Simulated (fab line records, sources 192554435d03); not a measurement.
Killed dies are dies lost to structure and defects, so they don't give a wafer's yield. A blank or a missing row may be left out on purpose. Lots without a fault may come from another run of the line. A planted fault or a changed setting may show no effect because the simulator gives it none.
fab line records | flow n5_finfet
record lots=7 wafers=21
route steps=1938 shown BEOL_M11@1554 BEOL_M13@1661
start_h: hours from the record's first day to the start of the lot's first wafer shown | wait_h: hours since the lot's step before | " the same as in the row above | L1.1+2: a row that stands for several wafers | - no value, or no start given | * or withheld: withheld | < > ~ a bound
route shown NAME@n: a module of which the file shows steps, and the number in the route of the first | usual: mean/standard deviation of fault-free wafers | same: alike in all rows | chamber/n: place in a boat | sites: the reading at each site | _std_site: their standard deviation | _edge_site: outer sites' mean less inner sites' | radius_mm: how far each site lies from the wafer's centre | mask NAME#n: copy n | behind: the tool/chamber that last shaped the wafer | hold: why the lot was held/for how many hours/how that ended | device: the transistor (n, p or np) that didn't switch | end of line: the same wafers' tests at the end of the route | a step without rows: its recipe alone | killed: dies lost to structure and defects at the first sort, not the wafer's yield | map: a wafer's dies, x killed, . not, _ none there
set.NAME: the setting as run; set.NAME@STEP: as run at that earlier step | model.NAME: the simulator's own value behind a step, which no gauge read
lots whose settings were changed on purpose; a table a step, a row a wafer
## steps
# step N5_BEOL_M11_ETCH_62
# recipe chemistry=N2/H2 target=SOC target_depth_a=1100 overetch_a=220 mask_material=SiARC temp_c=40 time_s=165 ion_energy_ev=200 pressure_mtorr=30 source_w=840 bias_w=150 n2_flow_sccm=200 h2_flow_sccm=200
# columns lot.wafer tool chamber start_h wait_h set.time_s model.SiARC_of_BEOL_M11_COAT_60.thk_nm
L075.4+5 rie_diel-06 1,3 262.99 0.0 165 23.8
L075.6 " 0 " " 165 23.6
L077.1+2+5 rie_diel-01 1,2,0 269.48 0.0 165 23.6
L076.1+3+6 rie_diel-04 0,1,2 286.26 0.0 165 23.4
L078.1+4 rie_diel-04 0,1 286.52 0.0 165 23.4
L078.5 " 0 " " 165 23.6
L092.3 rie_diel-06 0 363.95 0.0 143.5 24.2
L092.4+5 " 3,0 " " 165 23.4
L095.3+5 rie_diel-06 0 380.03 0.0 139.7 24.6
L095.4 " 3 " " 165 23.6
L096.1 rie_diel-01 1 399.32 0.0 165 23.8
L096.2+4 " 3,0 " " 142.8 24.4
# step N5_BEOL_M13_COAT_58
# recipe resist=BARC temp_c=205 time_s=60 spin_rpm=1500 resist_thk_nm=89
# columns lot.wafer tool chamber start_h wait_h set.spin_rpm model.BARC_of_BEOL_M13_COAT_58.thk_nm
L075.4 litho_track-02 0 276.02 0.0 1500 89.2
L075.5 " 0 " " 1500 89.4
L075.6 " 0 " " 1616 86
L077.1+2+5 litho_track-03 0 282.85 0.0 1500 88.6
L076.1+3 litho_track-03 0 296.71 0.0 1500 88.8
L076.6 " 0 " " 1500 89
L078.1+5 litho_track-02 0 297.56 0.0 1500 88.6
L078.4 " 0 " " 1607 85.8
L092.3+4 litho_track-04 0 378.50 0.0 1592 86.4
L092.5 " 0 " " 1500 89.2
L095.3+4 litho_track-02 0 391.68 0.0 1500 89
L095.5 " 0 " " 1405 92
L096.1 litho_track-04 0 410.14 0.0 1634 85
L096.2 " 0 " " 1500 88.6
L096.4 " 0 " " 1634 85.2
# step N5_BEOL_M13_COAT_04
# recipe spin_rpm=1625 resist_thk_nm=400
# columns lot.wafer tool chamber start_h wait_h set.spin_rpm model.coat_of_BEOL_M13_COAT_04.thk_nm
L075.4 litho_track-02 0 - - 1463 421.4
L075.5 " 0 " " 1463 422.8
L075.6 " 0 " " 1625 399.8
L077.1 litho_track-03 0 - - 1484 417.6
L077.2 " 0 " " 1625 399
L077.5 " 0 " " 1625 397.4
L076.1 litho_track-03 0 - - 1625 399
L076.3 " 0 " " 1625 397.8
L076.6 " 0 " " 1625 398
L078.1 litho_track-02 0 - - 1625 400.8
L078.4+5 " 0 " " 1562 408
L092.3 litho_track-04 0 - - 1569 404.8
L092.4 " 0 " " 1569 406.8
L092.5 " 0 " " 1569 405.8
L095.3 litho_track-02 0 - - 1625 400.2
L095.4 " 0 " " 1625 399.8
L095.5 " 0 " " 1535 410.4
L096.1+4 litho_track-04 0 - - 1625 396.8
L096.2 " 0 " " 1782 379.2
# step N5_BEOL_M13_EBR_06
# recipe solvent=PGMEA ebr_width_mm=1.5
# step N5_BEOL_M13_SOFTBAKE_05
# recipe temp_c=130 time_s=60
# step N5_BEOL_M13_DESCUM_15
# recipe chemistry=O2 time_s=7.9 source_power_w=50 bias_power_w=20 pressure_mtorr=20 rf_frequency_hz=2.712e+07 temp_c=40 o2_flow_sccm=225
# columns lot.wafer tool chamber start_h wait_h set.spin_rpm@BEOL_M13_COAT_04 model.coat_of_BEOL_M13_COAT_04.thk_nm
L075.4 rie_diel-01 2 276.38 0.0 1463 403.2
L075.5 " 0 " " 1463 404.6
L075.6 " 1 " " 1625 381.6
L077.1 rie_diel-01 2 283.21 0.0 1484 399.4
L077.2 " 3 " " 1625 381
L077.5 " 3 " " 1625 379.4
L076.1 rie_diel-06 1 297.07 0.0 1625 380.8
L076.3 " 3 " " 1625 379.6
L076.6 " 3 " " 1625 380
L078.1 rie_diel-06 0 298.13 0.2 1625 382.6
L078.4+5 " 2,1 " " 1562 390
L092.3 rie_diel-04 0 378.94 0.1 1569 386.6
L092.4 " 2 " " 1569 388.6
L092.5 " 0 " " 1569 387.6
L095.3 rie_diel-06 0 392.17 0.0 1625 382.2
L095.4 " 3 " " 1625 381.8
L095.5 " 3 " " 1535 392.4
L096.1 rie_diel-04 3 411.09 0.5 1625 378.8
L096.2 " 2 " " 1782 361.2
L096.4 " 1 " " 1625 378.6
# step N5_BEOL_M13_ETCH_59
# recipe chemistry=N2/H2 target=BARC target_depth_a=890 overetch_a=267 time_s=67.9 ion_energy_ev=200 pressure_mtorr=30 source_w=840 bias_w=150 n2_flow_sccm=200 h2_flow_sccm=200
# columns lot.wafer tool chamber start_h wait_h set.spin_rpm@BEOL_M13_COAT_58 model.etch.depth_nm
L075.4 rie_diel-01 2 276.42 0.0 1500 89.23
L075.5 " 0 " " 1500 89.39
L075.6 " 1 " " 1616 86.02
L077.1 rie_diel-01 2 283.24 0.0 1500 88.55
L077.2 " 3 " " 1500 88.57
L077.5 " 3 " " 1500 88.54
L076.1 rie_diel-06 1 297.10 0.0 1500 88.89
L076.3 " 3 " " 1500 88.76
L076.6 " 3 " " 1500 89.07
L078.1+5 rie_diel-06 0,1 298.16 0.0 1500 88.65
L078.4 " 2 " " 1607 85.73
L092.3 rie_diel-04 0 378.97 0.0 1592 86.47
L092.4 " 2 " " 1592 86.43
L092.5 " 0 " " 1500 89.11
L095.3 rie_diel-06 0 392.20 0.0 1500 88.98
L095.4 " 3 " " 1500 88.95
L095.5 " 3 " " 1405 92
L096.1 rie_diel-04 3 411.12 0.0 1634 85.09
L096.2 " 2 " " 1500 88.69
L096.4 " 1 " " 1634 85.28
# step N5_BEOL_M13_VIA_ETCH_16
# recipe chemistry=C4F8/O2/Ar target=SiOC pressure_mtorr=30 source_w=3000 bias_w=700 Ar_flow_sccm=400 C4F8_flow_sccm=15 O2_flow_sccm=8 he_inner_torr=15 he_outer_torr=30 target_depth_a=9217 time_s=withheld ion_energy_ev=250 ends=cleared
# columns lot.wafer tool chamber start_h wait_h set.spin_rpm@BEOL_M13_COAT_04 model.coat_of_BEOL_M13_COAT_04.thk_nm
L075.4 rie_diel-01 2 276.47 0.0 1463 86.6
L075.5 " 0 " " 1463 91.8
L075.6 " 1 " " 1625 64.8
L077.1 rie_diel-01 2 283.30 0.0 1484 86.8
L077.2 " 3 " " 1625 72.4
L077.5 " 3 " " 1625 63.8
L076.1 rie_diel-06 1 297.16 0.0 1625 75
L076.3 " 3 " " 1625 71.8
L076.6 " 3 " " 1625 68
L078.1 rie_diel-06 0 298.21 0.0 1625 70.6
L078.4 " 2 " " 1562 75
L078.5 " 1 " " 1562 76.2
L092.3 rie_diel-04 0 379.02 0.0 1569 81.4
L092.4 " 2 " " 1569 76.4
L092.5 " 0 " " 1569 75
L095.3 rie_diel-06 0 392.26 0.0 1625 76.4
L095.4 " 3 " " 1625 69.8
L095.5 " 3 " " 1535 79.6
L096.1 rie_diel-04 3 411.18 0.0 1625 69.6
L096.2 " 2 " " 1782 55
L096.4 " 1 " " 1625 65.4
# step N5_BEOL_M13_STRIP_63
# recipe chemistry=N2/H2 power_w=1000 temp_c=250 h2_frac=0.65 overash_fraction=0.3 pressure_mtorr=1000 n2_flow_sccm=1750 h2_flow_sccm=3250
# usual strip_time_to_endpoint_s=27.8/1
# columns lot.wafer tool chamber start_h wait_h set.spin_rpm@BEOL_M13_COAT_04 strip_time_to_endpoint_s
L075.4 plasma_asher-01 1 276.72 - 1463 32.5
L075.5 " 1 " " 1463 33.9
L075.6 " 0 " " 1625 26.1
L077.1 plasma_asher-01 0 283.53 - 1484 32.5
L077.2 " 1 " " 1625 28.3
L077.5 " 1 " " 1625 25.8
L076.1 plasma_asher-02 1 297.39 - 1625 29.1
L076.3 " 0 " " 1625 28.2
L076.6 " 1 " " 1625 27.1
L078.1 plasma_asher-02 0 298.45 - 1625 27.8
L078.4 " 1 " " 1562 29.1
L078.5 " 1 " " 1562 29.5
L092.3 plasma_asher-01 0 379.28 - 1569 31.0
L092.4 " 1 " " 1569 29.5
L092.5 " 0 " " 1569 29.1
L095.3 plasma_asher-02 0 392.51 - 1625 29.5
L095.4 " 1 " " 1625 27.6
L095.5 " 1 " " 1535 30.5
L096.1 plasma_asher-02 1 411.41 - 1625 27.5
L096.2 " 0 " " 1782 23.2
L096.4 " 0 " " 1625 26.3
# step N5_BEOL_M13_STRIP_64
# recipe chemistry=N2/H2 power_w=1000 temp_c=250 h2_frac=0.65 overash_fraction=0.3 pressure_mtorr=withheld n2_flow_sccm=1750 h2_flow_sccm=3250
# usual strip_time_to_endpoint_s=31.29/0.074
# columns lot.wafer tool chamber start_h wait_h set.spin_rpm@BEOL_M13_COAT_58 strip_time_to_endpoint_s
L075.4 plasma_asher-01 1 276.78 0.0 1500 31.38
L075.5 " 1 " " 1500 31.41
L075.6 " 0 " " 1616 30.46
L077.1 plasma_asher-01 0 283.59 0.0 1500 31.18
L077.2 " 1 " " 1500 31.18
L077.5 " 1 " " 1500 31.18
L076.1 plasma_asher-02 1 297.45 0.0 1500 31.29
L076.3 " 0 " " 1500 31.23
L076.6 " 1 " " 1500 31.34
L078.1 plasma_asher-02 0 298.51 0.0 1500 31.19
L078.4 " 1 " " 1607 30.37
L078.5 " 1 " " 1500 31.22
L092.3 plasma_asher-01 0 379.34 0.0 1592 30.58
L092.4 " 1 " " 1592 30.59
L092.5 " 0 " " 1500 31.34
L095.3 plasma_asher-02 0 392.57 0.0 1500 31.31
L095.4 " 1 " " 1500 31.30
L095.5 " 1 " " 1405 32.17
L096.1 plasma_asher-02 1 411.47 0.0 1634 30.19
L096.2 " 0 " " 1500 31.21
L096.4 " 0 " " 1634 30.25
# step N5_BEOL_M13_EXPOSE_25
# recipe mask_id=M13 na=0.93 source_shape=conventional sigma_outer=0.4 polarization=unpolarized target_cd_nm=210 dose_mj=22
# columns lot.wafer tool chamber start_h wait_h mask set.dose_mj
L075.4 krf_scanner-02 0 277.24 - M13#0 22
L075.5+6 " 0 " " M13#0 21.26
L077.1+2 krf_scanner-01 0 284.02 - M13#0 22
L077.5 " 0 " " M13#0 22.89
L076.1+3+6 krf_scanner-02 0 297.88 - M13#0 22
L078.1+5 krf_scanner-02 0 298.81 - M13#0 21.01
L078.4 " 0 " " M13#0 22
L092.3+5 krf_scanner-01 0 379.76 - M13#0 22
L092.4 " 0 " " M13#0 20.76
L095.3+5 krf_scanner-01 0 393.03 - M13#0 22
L095.4 " 0 " " M13#0 20.96
L096.1+2+4 krf_scanner-01 0 411.77 - M13#0 22
# step N5_BEOL_M13_PEB_26
# recipe peb_temp_c=130 peb_time_s=90
# step N5_BEOL_M13_DEVELOP_27
# recipe develop_time_s=45 rinse_liquid=diw dry=air_spin dev_temp_c=21
# step N5_BEOL_M13_HARDBAKE_32
# recipe temp_c=130 time_s=120
# step N5_BEOL_M13_CD_MEAS_28
# recipe target_cd_nm=209.5 landing_energy_ev=500 detector=se_inlens
# usual cd_nm=209.4/0.93
# columns lot.wafer tool chamber start_h wait_h set.dose_mj@BEOL_M13_EXPOSE_25 cd_nm
L075.4 cd_sem-02 0 277.40 - 22 208.2
L075.5 " 0 " " 21.26 205.0
L075.6 " 0 " " 21.26 204.9
L077.1 cd_sem-02 0 284.19 - 22 209.8
L077.2 " 0 " " 22 211.1
L077.5 " 0 " " 22.89 214.9
L076.1 cd_sem-02 0 298.05 - 22 207.6
L076.3 " 0 " " 22 207.6
L076.6 " 0 " " 22 207.1
L078.1 cd_sem-01 0 298.99 - 21.01 205.7
L078.4 " 0 " " 22 209.6
L078.5 " 0 " " 21.01 204.2
L092.3 cd_sem-01 0 379.92 - 22 208.7
L092.4 " 0 " " 20.76 203.6
L092.5 " 0 " " 22 209.6
L095.3 cd_sem-03 0 393.19 - 22 210.5
L095.4 " 0 " " 20.96 204.7
L095.5 " 0 " " 22 209.6
L096.1 cd_sem-01 0 411.95 - 22 209.9
L096.2 " 0 " " 22 209.2
L096.4 " 0 " " 22 210.8
# step N5_BEOL_M13_DESCUM_33
# recipe chemistry=O2 time_s=7.9 source_power_w=50 bias_power_w=20 pressure_mtorr=20 rf_frequency_hz=2.712e+07 temp_c=40 o2_flow_sccm=225
# columns lot.wafer tool chamber start_h wait_h set.dose_mj@BEOL_M13_EXPOSE_25 model.BEOL_M13.cd_nm
L075.4 rie_diel-06 3 277.54 0.1 22 208
L075.5 " 3 " " 21.26 205.2
L075.6 " 0 " " 21.26 205
L077.1 rie_diel-01 3 284.28 0.0 22 209.6
L077.2 " 2 " " 22 211
L077.5 " 0 " " 22.89 215
L076.1 rie_diel-04 0 298.50 0.4 22 207.8
L076.3 " 2 " " 22 207.4
L076.6 " 1 " " 22 206.8
L078.1 rie_diel-04 2 299.08 0.0 21.01 205.8
L078.4 " 3 " " 22 209.6
L078.5 " 0 " " 21.01 204.4
L092.3 rie_diel-06 0 380.19 0.2 22 209
L092.4 " 3 " " 20.76 203.4
L092.5 " 0 " " 22 209.4
L095.3 rie_diel-01 3 393.97 0.7 22 210.4
L095.4 " 1 " " 20.96 204.6
L095.5 " 0 " " 22 209.8
L096.1 rie_diel-04 3 412.36 0.4 22 209.6
L096.2 " 1 " " 22 209
L096.4 " 0 " " 22 210.6
# step N5_BEOL_M13_ETCH_67
# recipe chemistry=CF4 target=SiARC target_depth_a=1430 time_s=238.3 ion_energy_ev=80 pressure_mtorr=40 source_w=545 bias_w=36 Ar_flow_sccm=100 cf4_flow_sccm=100 ends=cleared
# columns lot.wafer tool chamber start_h wait_h set.dose_mj@BEOL_M13_EXPOSE_25 model.BEOL_M13.cd_nm
L075.4 rie_diel-06 3 277.58 0.0 22 208.2
L075.5+6 " 3,0 " " 21.26 205.8
L077.1 rie_diel-01 3 284.31 0.0 22 210
L077.2 " 2 " " 22 211.6
L077.5 " 0 " " 22.89 215.6
L076.1 rie_diel-04 0 298.53 0.0 22 208
L076.3 " 2 " " 22 207.8
L076.6 " 1 " " 22 206.6
L078.1 rie_diel-04 2 299.11 0.0 21.01 205.4
L078.4 " 3 " " 22 209.4
L078.5 " 0 " " 21.01 204.4
L092.3 rie_diel-06 0 380.23 0.0 22 209.6
L092.4 " 3 " " 20.76 204.2
L092.5 " 0 " " 22 209.8
L095.3 rie_diel-01 3 394.00 0.0 22 210.2
L095.4 " 1 " " 20.96 205.2
L095.5 " 0 " " 22 210.4
L096.1 rie_diel-04 3 412.39 0.0 22 209.6
L096.2 " 1 " " 22 209.4
L096.4 " 0 " " 22 211
# step N5_BEOL_M13_ETCH_68
# recipe chemistry=N2/H2 target=SOC mask_material=SiARC source_w=3000 bias_w=350 temp_c=40 time_s=355 ion_energy_ev=200 pressure_mtorr=30 n2_flow_sccm=200 h2_flow_sccm=200
# columns lot.wafer tool chamber start_h wait_h set.dose_mj@BEOL_M13_EXPOSE_25 model.BEOL_M13.cd_nm
L075.4 rie_diel-06 3 277.72 0.1 22 208.6
L075.5 " 3 " " 21.26 205.8
L075.6 " 0 " " 21.26 206.2
L077.1 rie_diel-01 3 284.46 0.1 22 209.4
L077.2 " 2 " " 22 212.4
L077.5 " 0 " " 22.89 216.8
L076.1 rie_diel-04 0 298.68 0.1 22 209.4
L076.3 " 2 " " 22 207.4
L076.6 " 1 " " 22 207
L078.1 rie_diel-04 2 299.26 0.1 21.01 204.8
L078.4 " 3 " " 22 208.8
L078.5 " 0 " " 21.01 205.6
L092.3 rie_diel-06 0 380.37 0.1 22 210
L092.4 " 3 " " 20.76 206
L092.5 " 0 " " 22 209.2
L095.3 rie_diel-01 3 394.15 0.1 22 210.2
L095.4 " 1 " " 20.96 204.8
L095.5 " 0 " " 22 211.2
L096.1 rie_diel-04 3 412.54 0.1 22 209.4
L096.2 " 1 " " 22 210.2
L096.4 " 0 " " 22 212
# step N5_BEOL_M13_STRIP_69
# recipe chemistry=N2/H2 temp_c=40 n2_flow_sccm=200 h2_flow_sccm=200 rf_frequency_hz=6e+07
# step N5_BEOL_M13_TRENCH_ETCH_34
# recipe chemistry=C4F8/O2/Ar target=SiOC target_depth_a=4134.7 mask_material=SOC pressure_mtorr=30 source_w=3000 bias_w=700 Ar_flow_sccm=400 C4F8_flow_sccm=15 O2_flow_sccm=8 he_inner_torr=15 he_outer_torr=30 time_s=162.6 ion_energy_ev=250
# columns lot.wafer tool chamber start_h wait_h set.dose_mj@BEOL_M13_EXPOSE_25 model.BEOL_M13.cd_nm
L075.4 rie_diel-06 3 277.95 0.0 22 208.6
L075.5 " 3 " " 21.26 205.8
L075.6 " 0 " " 21.26 206
L077.1 rie_diel-01 3 284.68 0.0 22 209.4
L077.2 " 2 " " 22 212.4
L077.5 " 0 " " 22.89 216.8
L076.1 rie_diel-04 0 298.90 0.0 22 209.4
L076.3+6 " 2,1 " " 22 207.4
L078.1 rie_diel-04 2 299.48 0.0 21.01 204.8
L078.4 " 3 " " 22 208.8
L078.5 " 0 " " 21.01 205.8
L092.3 rie_diel-06 0 380.60 0.0 22 210
L092.4 " 3 " " 20.76 206.2
L092.5 " 0 " " 22 209.4
L095.3 rie_diel-01 3 394.37 0.0 22 210
L095.4 " 1 " " 20.96 204.6
L095.5 " 0 " " 22 211
L096.1 rie_diel-04 3 412.76 0.0 22 209.4
L096.2 " 1 " " 22 210.2
L096.4 " 0 " " 22 212.2
# step N5_BEOL_M13_STRIP_70
# recipe chemistry=C4F8/O2/Ar resist=SiARC rf_frequency_hz=6e+07
# step N5_BEOL_M13_STRIP_37
# recipe chemistry=N2/H2 power_w=1000 temp_c=250 h2_frac=0.65 overash_fraction=0.3 pressure_mtorr=withheld n2_flow_sccm=1750 h2_flow_sccm=3250
# step N5_BEOL_M13_ETCH_38
# recipe chemistry=CF4/N2 target=SiCN target_depth_a=675 taper_deg=2 time_s=71.9 ion_energy_ev=150 mask_material=SiO2 pressure_mtorr=40 source_w=430 bias_w=70 Ar_flow_sccm=100 cf4_flow_sccm=60 n2_flow_sccm=60
# columns lot.wafer tool chamber start_h wait_h set.dose_mj@BEOL_M13_EXPOSE_25 model.BEOL_M13.cd_nm
L075.4 rie_diel-01 2 280.56 - 22 208.6
L075.5 " 1 " " 21.26 205.8
L075.6 " 2 " " 21.26 206.2
L077.1 rie_diel-01 0 285.77 - 22 209.4
L077.2 " 3 " " 22 212.4
L077.5 " 0 " " 22.89 216.6
L076.1 rie_diel-04 1 302.11 - 22 209.2
L076.3+6 " 2,0 " " 22 207.4
L078.1 rie_diel-01 1 302.32 - 21.01 205
L078.4 " 2 " " 22 208.8
L078.5 " 3 " " 21.01 205.8
L092.3 rie_diel-06 2 382.21 - 22 210
L092.4 " 0 " " 20.76 206.2
L092.5 " 3 " " 22 209.4
L095.3 rie_diel-06 3 394.89 - 22 210.2
L095.4 " 0 " " 20.96 204.6
L095.5 " 0 " " 22 211
L096.1 rie_diel-04 2 421.92 - 22 209.2
L096.2 " 0 " " 22 210.2
L096.4 " 1 " " 22 212.2
## key
split step=N5_BEOL_M11_ETCH_62 setting=time_s stated=165 by=wafer
response step=N5_BEOL_M11_ETCH_62 reading=model.SiARC_of_BEOL_M11_COAT_60.thk_nm change=-0.0577 per=1% r=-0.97
split step=N5_BEOL_M13_COAT_58 setting=spin_rpm stated=1500 by=wafer
response step=N5_BEOL_M13_COAT_58 reading=model.BARC_of_BEOL_M13_COAT_58.thk_nm change=-0.421 per=1% r=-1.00
response step=N5_BEOL_M13_ETCH_59 reading=model.etch.depth_nm change=-0.421 per=1% r=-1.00
response step=N5_BEOL_M13_STRIP_64 reading=strip_time_to_endpoint_s change=* per=1% r=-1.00
split step=N5_BEOL_M13_COAT_04 setting=spin_rpm stated=1625 by=wafer
response step=N5_BEOL_M13_COAT_04 reading=model.coat_of_BEOL_M13_COAT_04.thk_nm change=-2.06 per=1% r=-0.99
response step=N5_BEOL_M13_DESCUM_15 reading=model.coat_of_BEOL_M13_COAT_04.thk_nm change=-2.05 per=1% r=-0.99
response step=N5_BEOL_M13_VIA_ETCH_16 reading=model.coat_of_BEOL_M13_COAT_04.thk_nm change=-1.85 per=1% r=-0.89
response step=N5_BEOL_M13_STRIP_63 reading=strip_time_to_endpoint_s change=* per=1% r=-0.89
split step=N5_BEOL_M13_EXPOSE_25 setting=dose_mj stated=22 by=wafer
response step=N5_BEOL_M13_CD_MEAS_28 reading=cd_nm change=+1.04 per=1% r=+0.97
response step=N5_BEOL_M13_DESCUM_33 reading=model.BEOL_M13.cd_nm change=+1.06 per=1% r=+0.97
response step=N5_BEOL_M13_ETCH_67 reading=model.BEOL_M13.cd_nm change=+1.01 per=1% r=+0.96
response step=N5_BEOL_M13_ETCH_68 reading=model.BEOL_M13.cd_nm change=+0.951 per=1% r=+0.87
response step=N5_BEOL_M13_TRENCH_ETCH_34 reading=model.BEOL_M13.cd_nm change=+0.944 per=1% r=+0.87
response step=N5_BEOL_M13_ETCH_38 reading=model.BEOL_M13.cd_nm change=+0.933 per=1% r=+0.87
